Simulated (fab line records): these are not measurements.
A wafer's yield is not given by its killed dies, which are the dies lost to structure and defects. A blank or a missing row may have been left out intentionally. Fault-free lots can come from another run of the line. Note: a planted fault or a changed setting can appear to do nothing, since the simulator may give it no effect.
Which of the tools did it? | flow nandHarc | 39 wafers from 13 lots sampled at 5 of the route's 1302 steps

== WHAT THE GAUGES SHOWED, per wafer ==
NHARC_A_ONON_D2_THK_MEAS_08: measures by ellipsometry. Usual: thkNm 1001 nm, standard deviation 8.9.
lot  | measured     | on           | thkNm (nm)     | flag
L782 | day 12 00:59 | filmMetro-02 | 997 997 996    | 
L783 | day 12 21:52 | filmMetro-01 | 1011 1010 1012 | 
L785 | day 13 11:02 | filmMetro-02 | 993 994 992    | 
L790 | day 15 16:32 | filmMetro-01 | 993 994 995    | 
L793 | day 16 20:55 | filmMetro-01 | 997 997 997    | 
L799 | day 19 03:26 | filmMetro-01 | 984 984 985    | 
L798 | day 19 03:28 | filmMetro-02 | 1018 1017 1016 | 
L800 | day 19 20:11 | filmMetro-01 | 1002 1002 998  | 
L801 | day 20 08:47 | filmMetro-02 | 993 994 993    | 
L802 | day 20 17:04 | filmMetro-02 | 1003 1002 1004 | 
L803 | day 21 01:43 | filmMetro-02 | 998 997 997    | 
L804 | day 21 12:44 | filmMetro-01 | 998 999 997    | 
L805 | day 22 01:28 | filmMetro-02 | 991 987 988    | 

NHARC_END_SORT_01. Usual: killedAtArray 53, standard deviation 19; killedAtOther 0.7, standard deviation 1.1; killedAtPeriphery 4.2, standard deviation 2.7; killedDies 58, standard deviation 18; killedOpen 3.1, standard deviation 1.9; killedShort 2.5, standard deviation 1.6.
lot  | measured     | on        | killedAtArray | killedAtOther | killedAtPeriphery | killedDies | killedOpen | killedShort | flag
L782 | day 23 15:38 | prober-02 | 41 36 59      | 0 0 0         | 4 1 1             | 45 37 60   | 7 1 3      | 3 1 5       | 
L783 | day 25 03:16 | prober-01 | 22 27 29      | 0 0 1         | 3 1 1             | 25 28 31   | 5 5 3      | 6 2 2       | 
L785 | day 25 11:50 | prober-01 | 22 27 23      | 1 0 1         | 9 10 6            | 32 37 30   | 3 1 8      | 1 5 2       | 
L790 | day 27 13:10 | prober-02 | 60 41 31      | 1 2 5         | 8 8 7             | 69 51 43   | 3 0 3      | 2 1 2       | 
L793 | day 28 22:13 | prober-02 | 62 62 43      | 0 0 2         | 2 1 2             | 64 63 47   | 4 3 7      | 1 2 3       | 
L799 | day 30 13:05 | prober-02 | 49 52 62      | 0 1 0         | 7 4 7             | 56 57 69   | 2 3 3      | 2 2 2       | 
L798 | day 30 13:04 | prober-01 | 60 52 59      | 3 1 1         | 7 5 7             | 70 58 67   | 3 1 5      | 1 0 1       | 
L800 | day 32 08:54 | prober-01 | 91 93 66      | 0 0 0         | 4 3 8             | 95 96 74   | 3 3 1      | 3 5 0       | 
L801 | day 31 22:53 | prober-01 | 60 41 56      | 0 0 0         | 4 1 0             | 64 42 56   | 4 1 1      | 3 2 3       | 
L802 | day 33 03:59 | prober-02 | 30 34 31      | 1 2 1         | 7 3 9             | 38 39 41   | 1 3 5      | 1 2 2       | 
L803 | day 32 18:23 | prober-01 | 67 79 80      | 0 0 0         | 4 3 4             | 71 82 84   | 3 3 2      | 4 3 8       | 
L804 | day 33 11:47 | prober-01 | 57 40 40      | 1 4 3         | 4 4 3             | 62 48 46   | 0 1 6      | 4 1 1       | 
L805 | day 34 02:05 | prober-02 | 88 54 73      | 1 2 2         | 2 3 1             | 91 59 76   | 3 4 1      | 4 2 6       | 

== WHICH TOOL RAN EACH LOT (tool, then ch and the chambers of the sampled wafers, then the start) ==
lot  | NHARC_A_CHANNEL_FILL_D1_ALD_25  | NHARC_A_DECK1_JOINT_CMP_13    | NHARC_A_DECK1_JOINT_DEP_16
L782 | aldHk-02 ch 0,1, day 10 04:11   | cmp-04 ch 1,2, day 11 02:19   | pecvd-03 ch 1,2, day 11 22:53
L783 | aldHk-02 ch 1,2,3, day 10 19:24 | cmp-01 ch 0,2,3, day 11 20:17 | pecvd-03 ch 1,2, day 12 19:51
L785 | aldHk-02 ch 1,3, day 11 09:13   | cmp-04 ch 0,2,3, day 12 07:23 | pecvd-02 ch 0,1,2, day 13 09:02
L790 | aldHk-02 ch 0,2, day 13 17:58   | cmp-01 ch 0,2, day 14 16:02   | pecvd-04 ch 0,1, day 15 14:31
L793 | aldHk-03 ch 0,3, day 14 20:34   | cmp-01 ch 2,3, day 15 20:07   | pecvd-04 ch 0,2, day 16 18:53
L799 | aldHk-03 ch 0,2,3, day 17 06:21 | cmp-03 ch 2,3, day 18 04:11   | pecvd-03 ch 0,2, day 19 01:26
L798 | aldHk-02 ch 1,2,3, day 17 06:22 | cmp-01 ch 1,2, day 18 04:11   | pecvd-02 ch 0,1,2, day 19 01:26
L800 | aldHk-03 ch 0,3, day 17 21:38   | cmp-01 ch 0,1, day 18 19:41   | pecvd-04 ch 1,2, day 19 18:10
L801 | aldHk-02 ch 0,1,2, day 18 02:25 | cmp-04 ch 0,2,3, day 19 03:26 | pecvd-03 ch 0,1,2, day 20 06:48
L802 | aldHk-02 ch 1,3, day 18 16:29   | cmp-03 ch 0,1,3, day 19 15:05 | pecvd-03 ch 0,1, day 20 15:01
L803 | aldHk-02 ch 0,1,2, day 19 03:37 | cmp-04 ch 0,1,3, day 20 01:07 | pecvd-04 ch 1,2, day 20 23:41
L804 | aldHk-03 ch 2,3, day 19 11:44   | cmp-01 ch 0,1,2, day 20 09:33 | pecvd-04 ch 0,1,2, day 21 10:43
L805 | aldHk-03 ch 0,1,3, day 20 04:02 | cmp-03 ch 2,3, day 21 00:50   | pecvd-03 ch 0,1, day 21 23:29
- NHARC_A_CHANNEL_FILL_D1_ALD_25: deposits SiOx, target thk 60 nm, pulse time 10 s, ald cycles 600.
- NHARC_A_DECK1_JOINT_CMP_13: polishes, target thk 51.023 nm.
- NHARC_A_DECK1_JOINT_DEP_16: deposits SiO2, target thk 45 nm.

== AS READ BY THE TOOLS THEMSELVES (means over the sampled wafers that have a number; for cases with no such wafer, the mark the record gives instead) ==
NHARC_A_CHANNEL_FILL_D1_ALD_25. Usual: heaterPowerW 477 W, standard deviation 59; precursorPulseHeightRel 1.002, standard deviation 0.019.
lot  | tool     | heaterPowerW (W) | precursorPulseHeightRel | flag
L782 | aldHk-02 | 543              | 1.007                   | 
L783 | aldHk-02 | 445              | 0.992                   | 
L785 | aldHk-02 | 461              | 1.000                   | 
L790 | aldHk-02 | 450              | 0.985                   | 
L793 | aldHk-03 | 446              | 1.005                   | 
L799 | aldHk-03 | 482              | 0.983                   | 
L798 | aldHk-02 | 442              | 1.013                   | 
L800 | aldHk-03 | 473              | 0.993                   | 
L801 | aldHk-02 | 497              | 1.000                   | 
L802 | aldHk-02 | 489              | 0.995                   | 
L803 | aldHk-02 | 483              | 1.007                   | 
L804 | aldHk-03 | 528              | 0.995                   | 
L805 | aldHk-03 | 471              | 1.001                   | 

NHARC_A_DECK1_JOINT_CMP_13. Usual: motorCurrentA 12.4 A, standard deviation 1.5; timeToEndpointS 9.4 s, standard deviation 2.
lot  | tool   | motorCurrentA (A) | timeToEndpointS (s) | flag
L782 | cmp-04 | 13.6              | 8.8                 | 
L783 | cmp-01 | 11.2              | 8.2                 | 
L785 | cmp-04 | 11.4              | 7.4                 | 
L790 | cmp-01 | 11.7              | 12.8                | 
L793 | cmp-01 | 11.0              | 10.5                | 
L799 | cmp-03 | 13.1              | 10.0                | 
L798 | cmp-01 | 12.0              | 12.6                | 
L800 | cmp-01 | 12.3              | 11.7                | 
L801 | cmp-04 | 11.3              | 7.0                 | 
L802 | cmp-03 | 12.6              | 9.1                 | 
L803 | cmp-04 | 12.9              | 9.5                 | 
L804 | cmp-01 | 11.7              | 11.0                | 
L805 | cmp-03 | 13.4              | 10.3                | 

NHARC_A_DECK1_JOINT_DEP_16. Usual: heaterPowerW 568 W, standard deviation 92; mfcPrecursorSccm 161.4 sccm, standard deviation 0.46; rfFwdPowerW 896.7 W, standard deviation 2.9; throttleValvePct 15.9 %, standard deviation 0.71.
lot  | tool     | heaterPowerW (W) | mfcPrecursorSccm (sccm) | rfFwdPowerW (W) | throttleValvePct (%) | flag
L782 | pecvd-03 | 597              | 161.3                   | 898.6           | 15.2                 | 
L783 | pecvd-03 | 580              | 161.5                   | 895.1           | 15.2                 | 
L785 | pecvd-02 | 531              | 161.4                   | 896.0           | 15.7                 | 
L790 | pecvd-04 | 617              | 161.4                   | 1004.3          | 15.7                 | OFF
L793 | pecvd-04 | 521              | 161.3                   | 1003.0          | 16.1                 | OFF
L799 | pecvd-03 | 476              | 161.7                   | 895.4           | 14.9                 | 
L798 | pecvd-02 | 574              | 161.1                   | 897.1           | 15.6                 | 
L800 | pecvd-04 | 662              | 161.7                   | 897.5           | 16.6                 | 
L801 | pecvd-03 | 551              | 161.2                   | 898.6           | 15.6                 | 
L802 | pecvd-03 | 480              | 161.1                   | 896.9           | 16.1                 | 
L803 | pecvd-04 | 666              | 161.9                   | 897.9           | 16.0                 | 
L804 | pecvd-04 | 620              | 160.8                   | 897.6           | 15.8                 | 
L805 | pecvd-03 | 480              | 161.4                   | 896.7           | 16.5                 | 

== THE ANSWER, worked out from the rows above alone ==
Rule: a lot is off if the mean of its wafers that have a number lies more than 3 standard deviations from the usual mean. A lot without any number at a reading at which 4 lots or more have one is off too. Where the step has rows for the other lots, those lots are counted as sound. The gauges are gone through in route order, then the tools' own readings, and for those a lot's mean is taken as printed above. The first step at which some lot is off is used, and at that step the reading that is off furthest; a lot without a number counts as furthest.
Off at NHARC_A_DECK1_JOINT_DEP_16 (rfFwdPowerW): L790, L793.
If a tool, at that step or one of the process steps before it, ran each lot that is off and ran no sound lot following the first of them, it fits. None of those tried fits.

== WHAT THE SIMULATOR HAD INSERTED ==
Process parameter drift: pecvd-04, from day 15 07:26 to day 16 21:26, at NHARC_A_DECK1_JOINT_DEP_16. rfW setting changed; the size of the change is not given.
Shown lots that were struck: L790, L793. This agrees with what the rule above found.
